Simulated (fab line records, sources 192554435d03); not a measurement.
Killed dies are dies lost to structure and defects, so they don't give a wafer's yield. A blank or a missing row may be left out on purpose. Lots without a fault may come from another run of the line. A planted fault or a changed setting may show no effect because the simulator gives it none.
A struck lot beside a sound one | flow n5_finfet | 39 steps out of a route of 1938
Sound: wafers L173.1, L173.4, L173.5. Struck: wafer L158.5. (L158.1, L158.2 of the same lot were not struck and are left out.) The cause comes at the end.
At each step with rows: each side's tool, then ch and its chambers, then its first start. Under that, the readings that differ: sound wafers | struck wafers | difference of the means | sigmas: that difference in standard deviations of wafers without a fault.
alike: readings whose means differ by less than 2 such deviations, and words and numbers that are the same on both sides. not compared: withheld readings, readings that some wafer has no value for, bounds like >300 that may hide the same value, and numbers for which the record gives no deviation and whose values overlap.
The two part at a step that has a row with sigmas, a row that says differs or no value, or rows on one side only. Numbers that don't overlap but have no deviation are shown without sigmas and don't part them. A reading that every wafer of one side lacks parts them only if that side has two wafers or more.

first, 11 steps without rows for these wafers: N5_BEOL_M3_STRIP_65 (strips in N2/H2); N5_BEOL_M3_STRIP_75 (strips in N2/H2); N5_BEOL_M3_STRIP_66 (strips in CF4); N5_BEOL_M3_HM_OPEN_17 (chemistry Cl2/BCl3, target TiN, target depth 20 nm, overetch 6 nm); N5_BEOL_M3_STRIP_19 (strips in O2); N5_BEOL_M3_COAT_67 (time 60 s, resist thk 60 nm); N5_BEOL_M3_COAT_68 (time 60 s, resist thk 12 nm); N5_BEOL_M3_COAT_76 (time 60 s, resist thk 5 nm); N5_BEOL_M3_COAT_22 (resist thk 30 nm); N5_BEOL_M3_EBR_24; N5_BEOL_M3_SOFTBAKE_23 (time 60 s).
N5_BEOL_M3_EXPOSE_25: exposes mask V2, defocus 5 nm.
  sound on euv_scanner-02 ch 0, day 12 17:43; struck on euv_scanner-02 ch 0, day 8 13:20
  alike: mask
then, 2 steps without rows for these wafers: N5_BEOL_M3_PEB_26 (peb time 60 s); N5_BEOL_M3_DEVELOP_27 (develop time 30 s).
N5_BEOL_M3_CD_MEAS_28: target cd 25.7 nm, target cd y 23.3 nm.
  sound on cd_sem-01 ch 0, day 12 17:52; struck on cd_sem-03 ch 0, day 8 13:29
  reading    | sound             | struck | difference | sigmas
  cd_nm (nm) | 25.88 25.56 25.24 | 20.41  | -5.15      | -21
then, 22 steps without rows for these wafers: N5_BEOL_M3_DESCUM_33 (chemistry O2, time 7 s); N5_BEOL_M3_ETCH_77 (etches underlayer in N2/H2, target depth 6.5 nm, time 5.2 s); N5_BEOL_M3_ETCH_69 (etches SiARC in CF4, target depth 15.6 nm, time 26 s); N5_BEOL_M3_ALD_98 (deposits SiO2, target thk 2.5 nm, pulse time 1 s, co reactant pulse time 1 s); N5_BEOL_M3_ETCHBACK_99 (etches SiO2 in CHF3, target depth 5 nm, time 10.4 s); N5_BEOL_M3_ETCH_70 (etches SOC in N2/H2, target depth 80 nm, overetch 16 nm, time 120 s); N5_BEOL_M3_STRIP_71 (strips in N2/H2); N5_BEOL_M3_STRIP_78 (strips in N2/H2); N5_BEOL_M3_VIA_ETCH_34 (etches the open film in C4F6/O2, target depth 69.4 nm, time 65.9 s); N5_BEOL_M3_STRIP_83 (strips in C4F6/O2); N5_BEOL_M3_STRIP_36 (strips in N2/H2); N5_BEOL_M3_TRENCH_ETCH_37 (etches SiOC in C4F6/O2, target depth 55.555 nm, time 29.2 s); N5_BEOL_M3_ETCH_41 (etches SiCN in CH3F/O2, target depth 29.9 nm, time 52.5 s); N5_BEOL_M3_STRIP_97 (strips in N2/H2, time 10 s); N5_BEOL_M3_HM_STRIP_39 (strips TiN in peroxide tin strip, target depth 25 nm, time 158 s); N5_BEOL_M3_SRD_40 (time 30 s); N5_BEOL_M3_PRECLEAN_42 (cleans in residue remover, time 60 s); N5_BEOL_M3_SRD_43 (time 30 s); N5_BEOL_M3_DEGAS_44 (time 60 s); N5_BEOL_M3_PRE_CLEAN_45 (time 30 s); N5_BEOL_M3_ALD_84 (deposits TaN, pulse time 2 s, purge time 3 s, co reactant purge time 2 s); N5_BEOL_M3_SURFACE_TREAT_85.
N5_BEOL_M4_RC_MEAS_101:
  the record has rows for the sound wafers here (prober-02 ch 0, day 14 00:58) and none for the struck ones
-- the record jumps here: 6 days lie between the struck wafers' starts before and after (it left off in module BEOL_M4 and takes up again in module PASSIVATION, whose first step shown is number 1936 of the route) --
N5_PASSIVATION_PROBE_49:
  the record has rows for the struck wafers here (prober-02, day 14 07:51) and none for the sound ones

WHERE THEY PART
First at N5_BEOL_M3_CD_MEAS_28; last, within this record, at N5_PASSIVATION_PROBE_49.

WHY: what the simulator had put in
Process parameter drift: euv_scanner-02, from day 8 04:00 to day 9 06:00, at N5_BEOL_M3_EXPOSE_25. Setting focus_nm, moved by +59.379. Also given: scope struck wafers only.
